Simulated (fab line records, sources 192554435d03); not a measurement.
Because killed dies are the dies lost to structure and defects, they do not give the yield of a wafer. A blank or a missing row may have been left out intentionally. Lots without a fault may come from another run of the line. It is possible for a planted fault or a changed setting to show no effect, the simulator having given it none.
Split-lot study || flow n5 finfet || on a route of 1938 steps: 7 lots, 39 wafers read

ABOUT THE SPLIT
At N5_DUMMY_GATE_ETCH_42 (etches SiO2 in CHF3/O2, target depth 3.5 nm, time 31 s), the setting bias w was moved away from the recipe's 12 W on 12 of the 39 wafers read, by -14.8% to +15.7%. All remaining wafers had this setting at the recipe value.

The reading is taken at the split's own step.

THE READING
rf vpp V, in V, at N5_DUMMY_GATE_ETCH_42 (etches SiO2 in CHF3/O2, target depth 3.5 nm, time 31 s). Fault-free wafers of this fab line usually give 42.6 V, standard deviation 0.81 V.

{"wafer": "L077.1", "tool, chamber at the split": "rie diel-06, 0", "bias w as run, W": 12, "against the recipe": "recipe", "rf vpp V, V": 42.6, "against lot-mates on the recipe": "-"}
{"wafer": "L077.2", "tool, chamber at the split": "rie diel-06, 2", "bias w as run, W": 12.8, "against the recipe": "+6.7%", "rf vpp V, V": 44.1, "against lot-mates on the recipe": "+1.7"}
{"wafer": "L077.3", "tool, chamber at the split": "rie diel-06, 3", "bias w as run, W": 12.8, "against the recipe": "+6.7%", "rf vpp V, V": 45.0, "against lot-mates on the recipe": "+2.6"}
{"wafer": "L077.4", "tool, chamber at the split": "rie diel-06, 1", "bias w as run, W": 12, "against the recipe": "recipe", "rf vpp V, V": 42.5, "against lot-mates on the recipe": "-"}
{"wafer": "L077.5", "tool, chamber at the split": "rie diel-06, 3", "bias w as run, W": 12.8, "against the recipe": "+6.7%", "rf vpp V, V": 44.0, "against lot-mates on the recipe": "+1.6"}
{"wafer": "L077.6", "tool, chamber at the split": "rie diel-06, 2", "bias w as run, W": 12, "against the recipe": "recipe", "rf vpp V, V": 42.1, "against lot-mates on the recipe": "-"}
{"wafer": "L078.1", "tool, chamber at the split": "rie diel-03, 3", "bias w as run, W": 12, "against the recipe": "recipe", "rf vpp V, V": 42.4, "against lot-mates on the recipe": "-"}
{"wafer": "L078.2", "tool, chamber at the split": "rie diel-03, 0", "bias w as run, W": 12, "against the recipe": "recipe", "rf vpp V, V": 42.5, "against lot-mates on the recipe": "-"}
{"wafer": "L078.3", "tool, chamber at the split": "rie diel-03, 1", "bias w as run, W": 12, "against the recipe": "recipe", "rf vpp V, V": 44.1, "against lot-mates on the recipe": "-"}
{"wafer": "L078.4", "tool, chamber at the split": "rie diel-03, 2", "bias w as run, W": 12, "against the recipe": "recipe", "rf vpp V, V": 42.5, "against lot-mates on the recipe": "-"}
{"wafer": "L078.5", "tool, chamber at the split": "rie diel-03, 3", "bias w as run, W": 12, "against the recipe": "recipe", "rf vpp V, V": 43.2, "against lot-mates on the recipe": "-"}
{"wafer": "L078.6", "tool, chamber at the split": "rie diel-03, 0", "bias w as run, W": 12, "against the recipe": "recipe", "rf vpp V, V": 43.2, "against lot-mates on the recipe": "-"}
{"wafer": "L079.1", "tool, chamber at the split": "rie diel-06, 3", "bias w as run, W": 12, "against the recipe": "recipe", "rf vpp V, V": 42.9, "against lot-mates on the recipe": "-"}
{"wafer": "L079.2", "tool, chamber at the split": "rie diel-06, 0", "bias w as run, W": 12, "against the recipe": "recipe", "rf vpp V, V": 41.7, "against lot-mates on the recipe": "-"}
{"wafer": "L079.3", "tool, chamber at the split": "rie diel-06, 1", "bias w as run, W": 12, "against the recipe": "recipe", "rf vpp V, V": 43.2, "against lot-mates on the recipe": "-"}
{"wafer": "L079.4", "tool, chamber at the split": "rie diel-06, 2", "bias w as run, W": 12, "against the recipe": "recipe", "rf vpp V, V": 41.9, "against lot-mates on the recipe": "-"}
{"wafer": "L079.5", "tool, chamber at the split": "rie diel-06, 3", "bias w as run, W": 12, "against the recipe": "recipe", "rf vpp V, V": 42.1, "against lot-mates on the recipe": "-"}
{"wafer": "L079.6", "tool, chamber at the split": "rie diel-06, 2", "bias w as run, W": 12, "against the recipe": "recipe", "rf vpp V, V": 42.4, "against lot-mates on the recipe": "-"}
{"wafer": "L081.1", "tool, chamber at the split": "rie diel-06, 2", "bias w as run, W": 12, "against the recipe": "recipe", "rf vpp V, V": 42.8, "against lot-mates on the recipe": "-"}
{"wafer": "L081.2", "tool, chamber at the split": "rie diel-06, 3", "bias w as run, W": 13.88, "against the recipe": "+15.7%", "rf vpp V, V": 48.1, "against lot-mates on the recipe": "+5.0"}
{"wafer": "L081.3", "tool, chamber at the split": "rie diel-06, 0", "bias w as run, W": 12, "against the recipe": "recipe", "rf vpp V, V": 43.3, "against lot-mates on the recipe": "-"}
{"wafer": "L081.4", "tool, chamber at the split": "rie diel-06, 1", "bias w as run, W": 13.88, "against the recipe": "+15.7%", "rf vpp V, V": 48.4, "against lot-mates on the recipe": "+5.3"}
{"wafer": "L081.5", "tool, chamber at the split": "rie diel-06, 0", "bias w as run, W": 12, "against the recipe": "recipe", "rf vpp V, V": 43.3, "against lot-mates on the recipe": "-"}
{"wafer": "L081.6", "tool, chamber at the split": "rie diel-06, 1", "bias w as run, W": 13.88, "against the recipe": "+15.7%", "rf vpp V, V": 47.6, "against lot-mates on the recipe": "+4.5"}
{"wafer": "L090.3", "tool, chamber at the split": "rie diel-03, 3", "bias w as run, W": 12, "against the recipe": "recipe", "rf vpp V, V": 41.9, "against lot-mates on the recipe": "-"}
{"wafer": "L090.5", "tool, chamber at the split": "rie diel-03, 1", "bias w as run, W": 12, "against the recipe": "recipe", "rf vpp V, V": 41.5, "against lot-mates on the recipe": "-"}
{"wafer": "L090.6", "tool, chamber at the split": "rie diel-03, 2", "bias w as run, W": 12, "against the recipe": "recipe", "rf vpp V, V": 43.1, "against lot-mates on the recipe": "-"}
{"wafer": "L094.1", "tool, chamber at the split": "rie diel-06, 2", "bias w as run, W": 10.22, "against the recipe": "-14.8%", "rf vpp V, V": 36.7, "against lot-mates on the recipe": -5.7}
{"wafer": "L094.2", "tool, chamber at the split": "rie diel-06, 3", "bias w as run, W": 12, "against the recipe": "recipe", "rf vpp V, V": 42.6, "against lot-mates on the recipe": "-"}
{"wafer": "L094.3", "tool, chamber at the split": "rie diel-06, 0", "bias w as run, W": 12, "against the recipe": "recipe", "rf vpp V, V": 43.2, "against lot-mates on the recipe": "-"}
{"wafer": "L094.4", "tool, chamber at the split": "rie diel-06, 1", "bias w as run, W": 10.22, "against the recipe": "-14.8%", "rf vpp V, V": 37.7, "against lot-mates on the recipe": -4.7}
{"wafer": "L094.5", "tool, chamber at the split": "rie diel-06, 1", "bias w as run, W": 10.22, "against the recipe": "-14.8%", "rf vpp V, V": 38.6, "against lot-mates on the recipe": -3.8}
{"wafer": "L094.6", "tool, chamber at the split": "rie diel-06, 0", "bias w as run, W": 12, "against the recipe": "recipe", "rf vpp V, V": 41.3, "against lot-mates on the recipe": "-"}
{"wafer": "L097.1", "tool, chamber at the split": "rie diel-04, 1", "bias w as run, W": 13.4, "against the recipe": "+11.7%", "rf vpp V, V": 45.0, "against lot-mates on the recipe": "+2.1"}
{"wafer": "L097.2", "tool, chamber at the split": "rie diel-04, 2", "bias w as run, W": 12, "against the recipe": "recipe", "rf vpp V, V": 43.5, "against lot-mates on the recipe": "-"}
{"wafer": "L097.3", "tool, chamber at the split": "rie diel-04, 3", "bias w as run, W": 12, "against the recipe": "recipe", "rf vpp V, V": 43.2, "against lot-mates on the recipe": "-"}
{"wafer": "L097.4", "tool, chamber at the split": "rie diel-04, 0", "bias w as run, W": 13.4, "against the recipe": "+11.7%", "rf vpp V, V": 46.3, "against lot-mates on the recipe": "+3.4"}
{"wafer": "L097.5", "tool, chamber at the split": "rie diel-04, 2", "bias w as run, W": 12, "against the recipe": "recipe", "rf vpp V, V": 41.9, "against lot-mates on the recipe": "-"}
{"wafer": "L097.6", "tool, chamber at the split": "rie diel-04, 1", "bias w as run, W": 13.4, "against the recipe": "+11.7%", "rf vpp V, V": 46.0, "against lot-mates on the recipe": "+3.1"}

FIT RESULTS
A straight line over all 39 wafers: rf vpp V changes by +0.322 V for each +1% of bias w; r = +0.96; the points scatter about the line by 0.69 V.
The same after taking each lot's own level away (the mean of its wafers on the recipe; 39 wafers): +0.301 V for each +1%; r = +0.96; scatter 0.61 V.
The reading moves by 4.7 V for the largest change in bias w, on that fit.
The lots' own levels span 42.17 to 43.13 V, that is 1.2 times the standard deviation above.
Hence the lot-to-lot level has little effect on the slope; both slopes agree.
Check: +4.61 V against its lot-mates is what the line predicts for one of the wafers moved furthest among these (+15.7%) when that wafer is left out of the fit. It came out at +4.97 V against them.
Tool readings at the split's step, against how far the setting was moved: rf vpp V r = +0.96.

FILE'S OWN FIT
rf vpp V changes by +0.3 V for each +1% of bias w, r = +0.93.
